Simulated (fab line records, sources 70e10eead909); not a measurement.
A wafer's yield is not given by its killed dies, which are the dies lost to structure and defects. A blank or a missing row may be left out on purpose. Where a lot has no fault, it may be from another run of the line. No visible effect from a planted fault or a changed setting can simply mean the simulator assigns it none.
Tool commonality check -- flow nandHarc -- Sampled: 12 lots, 36 wafers

## WHY THIS WAS OPENED
Flagged at NHARC_A_BLC_OVL_MEAS_11: reading overlayXNm, on 2 of 12 lots. Wafers without a fault read 0.1 nm, standard deviation 0.69.
Rule: a lot is flagged in two cases, either no wafer of it has a number, or all its wafers with numbers fall more than 4 standard deviations from that mean. All remaining lots are regarded as sound.

lot,measured,on,"overlayXNm (nm), wafer by wafer",flag
L255,day 22 03:34,overlay-02,-1.1 -0.9 -1.0,
L256,day 23 00:03,overlay-01,-0.3 -0.2 -0.1,
L257,day 23 06:42,overlay-02,0.5 0.5 1.2,
L258,day 23 21:01,overlay-01,0.4 0.1 0.2,
L259,day 23 22:43,overlay-02,0.2 0.8 0.6,
L263,day 25 17:59,overlay-01,0.0 0.8 0.7,
L264,day 26 17:59,overlay-01,0.0 0.0 -0.3,
L266,day 26 21:42,overlay-01,0.8 0.7 0.8,
L267,day 27 11:20,overlay-02,4.3 4.2 4.4,FLAGGED
L273,day 30 00:04,overlay-02,3.7 3.9 3.7,FLAGGED
L276,day 31 03:06,overlay-02,-0.2 0.0 -0.2,
L278,day 31 15:52,overlay-02,-0.3 0.3 0.4,
Average over the flagged lots: 4.0 nm; offset from the usual +3.9 nm, equal to +6 standard deviations.

## WHICH TOOL EACH LOT WENT THROUGH
The record holds 3 process steps before the reading, out of a route of 1302 steps. Read each cell as the tool, then ch plus the chambers that the sampled wafers visited, then the start.
lot,flag,NHARC_A_CONTACT_ETCH_138,NHARC_A_CONTACT_ETCH_98,NHARC_A_BLC_EXPOSE_07
L255,,"harCapEtch-03 ch 0,1, day 21 23:37","rieDiel-01 ch 0,1,2, day 22 00:40 or earlier","arfiScanner-02 ch 0, day 22 03:20"
L256,,"harCapEtch-02 ch 0,1, day 22 19:33","rieDiel-02 ch 0,1,3, day 22 20:36 or earlier","arfiScanner-02 ch 0, day 22 23:50"
L257,,"harCapEtch-02 ch 0,1, day 23 02:19","rieDiel-02 ch 0,1, day 23 03:18","arfiScanner-01 ch 0, day 23 06:29"
L258,,"harCapEtch-03 ch 0,1, day 23 16:57","rieDiel-01 ch 0,1,3, day 23 18:00 or earlier","arfiScanner-02 ch 0, day 23 20:48"
L259,,"harCapEtch-01 ch 0,1, day 23 18:31","rieDiel-01 ch 0,2,3, day 23 19:34 or earlier","arfiScanner-02 ch 0, day 23 22:30"
L263,,"harCapEtch-03 ch 1, day 25 14:02","rieDiel-02 ch 1,2, day 25 15:05 or earlier","arfiScanner-01 ch 0, day 25 17:46"
L264,,"harCapEtch-03 ch 0,1, day 26 14:08","rieDiel-02 ch 0,1,2, day 26 15:05 or earlier","arfiScanner-03 ch 0, day 26 17:46"
L266,,"harCapEtch-02 ch 0,1, day 26 17:40","rieDiel-02 ch 0,1, day 26 18:43 or earlier","arfiScanner-03 ch 0, day 26 21:28"
L267,FLAGGED,"harCapEtch-01 ch 0,1, day 27 07:05","rieDiel-02 ch 1,2, day 27 08:05","arfiScanner-03 ch 0, day 27 11:06"
L273,FLAGGED,"harCapEtch-03 ch 0,1, day 29 18:49","rieDiel-01 ch 0,2,3, day 29 19:52 or earlier","arfiScanner-03 ch 0, day 29 23:50"
L276,,"harCapEtch-02 ch 0,1, day 30 23:02","rieDiel-02 ch 0,2,3, day 31 00:05 or earlier","arfiScanner-02 ch 0, day 31 02:52"
L278,,"harCapEtch-03 ch 0,1, day 31 11:37","rieDiel-02 ch 1,2, day 31 12:50 or earlier","arfiScanner-01 ch 0, day 31 15:38"
These steps, and what they do:
- NHARC_A_CONTACT_ETCH_138: etches the open film in C4F8/O2/Ar, time 311 s, target depth 1914 nm.
- NHARC_A_CONTACT_ETCH_98: etches the open film in C4F6/O2, target depth 20 nm, time 10 s.
- NHARC_A_BLC_EXPOSE_07: exposes mask A BLC, target cd 100 nm.
- NHARC_A_BLC_OVL_MEAS_11

## FLAGGED OVER TOTAL, TOOL BY TOOL (the gauges that took the reading come last)
step,tool,lots run,flagged,share of the flagged lots,sound lots run after its first flagged lot
NHARC_A_CONTACT_ETCH_138,harCapEtch-01,2,1,some,0
NHARC_A_CONTACT_ETCH_138,harCapEtch-02,4,0,none,-
NHARC_A_CONTACT_ETCH_138,harCapEtch-03,6,1,some,1 (L278)
NHARC_A_CONTACT_ETCH_98,rieDiel-01,4,1,some,0
NHARC_A_CONTACT_ETCH_98,rieDiel-02,8,1,some,"2 (L276,L278)"
NHARC_A_BLC_EXPOSE_07,arfiScanner-01,3,0,none,-
NHARC_A_BLC_EXPOSE_07,arfiScanner-02,5,0,none,-
NHARC_A_BLC_EXPOSE_07,arfiScanner-03,4,2,all,0
NHARC_A_BLC_OVL_MEAS_11,overlay-01,5,0,none,-
NHARC_A_BLC_OVL_MEAS_11,overlay-02,7,2,all,"2 (L276,L278)"
NHARC_A_CONTACT_ETCH_98 gives no start for some lots, so the hours and the order of its lots are those of NHARC_A_CONTACT_CD_MEAS_15.

## THE TABLE: WHAT IT ALLOWS
Every flagged lot went through 2 rows of the table: arfiScanner-03 at NHARC_A_BLC_EXPOSE_07 and overlay-02 at NHARC_A_BLC_OVL_MEAS_11.
- arfiScanner-03 at NHARC_A_BLC_EXPOSE_07 ran 4 lots, 2 of them flagged. Last sound lot L266 at day 26 21:28, first flagged lot L267 at day 27 11:06; a fault beginning in between fits.
- overlay-02 at NHARC_A_BLC_OVL_MEAS_11 ran 7 lots, 2 of them flagged. Sound lots ran on it after the first flagged one (L276, L278), which a lasting fault on the whole tool wouldn't allow.
One tool is left: arfiScanner-03 at NHARC_A_BLC_EXPOSE_07.

## WHAT HAD BEEN PUT IN BY THE SIMULATOR
Scanner matching overlay: arfiScanner-03, from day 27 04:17 on, at NHARC_A_BLC_EXPOSE_07. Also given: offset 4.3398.
Lots struck among those shown: L267, L273. The rule given above showed the same thing.
